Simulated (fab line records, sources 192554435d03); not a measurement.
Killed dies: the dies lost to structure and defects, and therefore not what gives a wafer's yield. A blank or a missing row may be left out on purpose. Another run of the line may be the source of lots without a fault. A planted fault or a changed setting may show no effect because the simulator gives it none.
Split-lot trial || flow n5Finfet || 39 wafers read from 7 lots, route of 1938 steps

SPLIT DETAILS
At N5_DUMMY_GATE_ETCH_44 (etches poly-Si in HBr/O2, stops on SiO2, target depth 127.5 nm), the setting targetDepthA was moved away from the recipe's 1275 angstrom on 6 of the 39 wafers read, by -47.6% to -33.9%. The other wafers ran this setting at the recipe's value.

Reading taken at the split's own step.

THE READING
oesProductAu, in a.u., at N5_DUMMY_GATE_ETCH_44 (etches poly-Si in HBr/O2, stops on SiO2, target depth 127.5 nm). Typical for fault-free wafers on this fab line: 0.722 a.u., with standard deviation 0.011 a.u.

{"wafer": "L081.1", "tool, chamber at the split": "rieSi-04, 3", "targetDepthA as run, angstrom": 1275, "against the recipe": "recipe", "oesProductAu, a.u.": 0.728, "against lot-mates on the recipe": "-"}
{"wafer": "L081.2", "tool, chamber at the split": "rieSi-04, 0", "targetDepthA as run, angstrom": 1275, "against the recipe": "recipe", "oesProductAu, a.u.": 0.726, "against lot-mates on the recipe": "-"}
{"wafer": "L081.3", "tool, chamber at the split": "rieSi-04, 1", "targetDepthA as run, angstrom": 1275, "against the recipe": "recipe", "oesProductAu, a.u.": 0.719, "against lot-mates on the recipe": "-"}
{"wafer": "L081.4", "tool, chamber at the split": "rieSi-04, 2", "targetDepthA as run, angstrom": 1275, "against the recipe": "recipe", "oesProductAu, a.u.": 0.727, "against lot-mates on the recipe": "-"}
{"wafer": "L081.5", "tool, chamber at the split": "rieSi-04, 2", "targetDepthA as run, angstrom": 1275, "against the recipe": "recipe", "oesProductAu, a.u.": 0.731, "against lot-mates on the recipe": "-"}
{"wafer": "L081.6", "tool, chamber at the split": "rieSi-04, 1", "targetDepthA as run, angstrom": 1275, "against the recipe": "recipe", "oesProductAu, a.u.": 0.729, "against lot-mates on the recipe": "-"}
{"wafer": "L083.2", "tool, chamber at the split": "rieSi-05, 3", "targetDepthA as run, angstrom": 1275, "against the recipe": "recipe", "oesProductAu, a.u.": 0.720, "against lot-mates on the recipe": "-"}
{"wafer": "L083.5", "tool, chamber at the split": "rieSi-05, 3", "targetDepthA as run, angstrom": 1275, "against the recipe": "recipe", "oesProductAu, a.u.": 0.710, "against lot-mates on the recipe": "-"}
{"wafer": "L083.6", "tool, chamber at the split": "rieSi-05, 2", "targetDepthA as run, angstrom": 1275, "against the recipe": "recipe", "oesProductAu, a.u.": 0.714, "against lot-mates on the recipe": "-"}
{"wafer": "L085.1", "tool, chamber at the split": "rieSi-04, 0", "targetDepthA as run, angstrom": 1275, "against the recipe": "recipe", "oesProductAu, a.u.": 0.717, "against lot-mates on the recipe": "-"}
{"wafer": "L085.2", "tool, chamber at the split": "rieSi-04, 2", "targetDepthA as run, angstrom": 1275, "against the recipe": "recipe", "oesProductAu, a.u.": 0.728, "against lot-mates on the recipe": "-"}
{"wafer": "L085.3", "tool, chamber at the split": "rieSi-04, 3", "targetDepthA as run, angstrom": 1275, "against the recipe": "recipe", "oesProductAu, a.u.": 0.728, "against lot-mates on the recipe": "-"}
{"wafer": "L085.4", "tool, chamber at the split": "rieSi-04, 1", "targetDepthA as run, angstrom": 1275, "against the recipe": "recipe", "oesProductAu, a.u.": 0.730, "against lot-mates on the recipe": "-"}
{"wafer": "L085.5", "tool, chamber at the split": "rieSi-04, 2", "targetDepthA as run, angstrom": 1275, "against the recipe": "recipe", "oesProductAu, a.u.": 0.729, "against lot-mates on the recipe": "-"}
{"wafer": "L085.6", "tool, chamber at the split": "rieSi-04, 3", "targetDepthA as run, angstrom": 1275, "against the recipe": "recipe", "oesProductAu, a.u.": 0.736, "against lot-mates on the recipe": "-"}
{"wafer": "L091.1", "tool, chamber at the split": "rieSi-02, 2", "targetDepthA as run, angstrom": 843.2, "against the recipe": "-33.9%", "oesProductAu, a.u.": 0.887, "against lot-mates on the recipe": "+0.167"}
{"wafer": "L091.2", "tool, chamber at the split": "rieSi-02, 3", "targetDepthA as run, angstrom": 1275, "against the recipe": "recipe", "oesProductAu, a.u.": 0.734, "against lot-mates on the recipe": "-"}
{"wafer": "L091.3", "tool, chamber at the split": "rieSi-02, 1", "targetDepthA as run, angstrom": 1275, "against the recipe": "recipe", "oesProductAu, a.u.": 0.718, "against lot-mates on the recipe": "-"}
{"wafer": "L091.4", "tool, chamber at the split": "rieSi-02, 0", "targetDepthA as run, angstrom": 843.2, "against the recipe": "-33.9%", "oesProductAu, a.u.": 0.886, "against lot-mates on the recipe": "+0.166"}
{"wafer": "L091.5", "tool, chamber at the split": "rieSi-02, 2", "targetDepthA as run, angstrom": 843.2, "against the recipe": "-33.9%", "oesProductAu, a.u.": 0.882, "against lot-mates on the recipe": "+0.162"}
{"wafer": "L091.6", "tool, chamber at the split": "rieSi-02, 1", "targetDepthA as run, angstrom": 1275, "against the recipe": "recipe", "oesProductAu, a.u.": 0.708, "against lot-mates on the recipe": "-"}
{"wafer": "L092.1", "tool, chamber at the split": "rieSi-04, 1", "targetDepthA as run, angstrom": 1275, "against the recipe": "recipe", "oesProductAu, a.u.": 0.721, "against lot-mates on the recipe": "-"}
{"wafer": "L092.2", "tool, chamber at the split": "rieSi-04, 3", "targetDepthA as run, angstrom": 1275, "against the recipe": "recipe", "oesProductAu, a.u.": 0.734, "against lot-mates on the recipe": "-"}
{"wafer": "L092.3", "tool, chamber at the split": "rieSi-04, 2", "targetDepthA as run, angstrom": 1275, "against the recipe": "recipe", "oesProductAu, a.u.": 0.739, "against lot-mates on the recipe": "-"}
{"wafer": "L092.4", "tool, chamber at the split": "rieSi-04, 0", "targetDepthA as run, angstrom": 1275, "against the recipe": "recipe", "oesProductAu, a.u.": 0.723, "against lot-mates on the recipe": "-"}
{"wafer": "L092.5", "tool, chamber at the split": "rieSi-04, 0", "targetDepthA as run, angstrom": 1275, "against the recipe": "recipe", "oesProductAu, a.u.": 0.728, "against lot-mates on the recipe": "-"}
{"wafer": "L092.6", "tool, chamber at the split": "rieSi-04, 3", "targetDepthA as run, angstrom": 1275, "against the recipe": "recipe", "oesProductAu, a.u.": 0.741, "against lot-mates on the recipe": "-"}
{"wafer": "L093.1", "tool, chamber at the split": "rieSi-04, 1", "targetDepthA as run, angstrom": 1275, "against the recipe": "recipe", "oesProductAu, a.u.": 0.719, "against lot-mates on the recipe": "-"}
{"wafer": "L093.2", "tool, chamber at the split": "rieSi-04, 3", "targetDepthA as run, angstrom": 668.3, "against the recipe": "-47.6%", "oesProductAu, a.u.": 1.009, "against lot-mates on the recipe": "+0.292"}
{"wafer": "L093.3", "tool, chamber at the split": "rieSi-04, 0", "targetDepthA as run, angstrom": 1275, "against the recipe": "recipe", "oesProductAu, a.u.": 0.711, "against lot-mates on the recipe": "-"}
{"wafer": "L093.4", "tool, chamber at the split": "rieSi-04, 2", "targetDepthA as run, angstrom": 668.3, "against the recipe": "-47.6%", "oesProductAu, a.u.": 1.014, "against lot-mates on the recipe": "+0.297"}
{"wafer": "L093.5", "tool, chamber at the split": "rieSi-04, 1", "targetDepthA as run, angstrom": 1275, "against the recipe": "recipe", "oesProductAu, a.u.": 0.722, "against lot-mates on the recipe": "-"}
{"wafer": "L093.6", "tool, chamber at the split": "rieSi-04, 2", "targetDepthA as run, angstrom": 668.3, "against the recipe": "-47.6%", "oesProductAu, a.u.": 1.009, "against lot-mates on the recipe": "+0.292"}
{"wafer": "L096.1", "tool, chamber at the split": "rieSi-02, 0", "targetDepthA as run, angstrom": 1275, "against the recipe": "recipe", "oesProductAu, a.u.": 0.716, "against lot-mates on the recipe": "-"}
{"wafer": "L096.2", "tool, chamber at the split": "rieSi-02, 1", "targetDepthA as run, angstrom": 1275, "against the recipe": "recipe", "oesProductAu, a.u.": 0.714, "against lot-mates on the recipe": "-"}
{"wafer": "L096.3", "tool, chamber at the split": "rieSi-02, 3", "targetDepthA as run, angstrom": 1275, "against the recipe": "recipe", "oesProductAu, a.u.": 0.728, "against lot-mates on the recipe": "-"}
{"wafer": "L096.4", "tool, chamber at the split": "rieSi-02, 2", "targetDepthA as run, angstrom": 1275, "against the recipe": "recipe", "oesProductAu, a.u.": 0.720, "against lot-mates on the recipe": "-"}
{"wafer": "L096.5", "tool, chamber at the split": "rieSi-02, 1", "targetDepthA as run, angstrom": 1275, "against the recipe": "recipe", "oesProductAu, a.u.": 0.715, "against lot-mates on the recipe": "-"}
{"wafer": "L096.6", "tool, chamber at the split": "rieSi-02, 0", "targetDepthA as run, angstrom": 1275, "against the recipe": "recipe", "oesProductAu, a.u.": 0.696, "against lot-mates on the recipe": "-"}

FIT RESULTS
A straight line over all 39 wafers: oesProductAu changes by -0.00564 a.u. for each +1% of targetDepthA; r = -0.99; the points scatter about the line by 0.013 a.u.
The same after taking each lot's own level away (the mean of its wafers on the recipe; 39 wafers): -0.00575 a.u. for each +1%; r = -0.99; scatter 0.012 a.u.
That fit puts the effect of the largest move of targetDepthA on the reading at 0.27 a.u.
The span of the lots' own levels, 0.7147 to 0.7310 a.u., comes to 1.5 times the standard deviation stated above.
The two slopes agree, so the slope changes little with the lot-to-lot level.
Check: +0.267 a.u. against its lot-mates is what the line predicts for one of the wafers moved furthest among these (-47.6%) when that wafer is left out of the fit. It came out at +0.292 a.u. against them.
Tool readings at the split's step, against how far the setting was moved: oesProductAu r = -0.99.

ADDITIONAL SPLITS CARRIED BY THESE WAFERS
These wafers also went through other splits before the reading. Each is held against what the fit with the lots' levels taken away leaves over:
{"other split on the same wafers": "N5_PMOS_HMC_CHANNEL_EPI_DEVELOP_08 developTimeS", "wafers away from the commonest value": 9, "r with oesProductAu (lot level and that fit taken away)": "+0.02"}

FILE'S OWN FIT
oesProductAu changes by -0.00573 a.u. for each +1% of targetDepthA, r = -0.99.
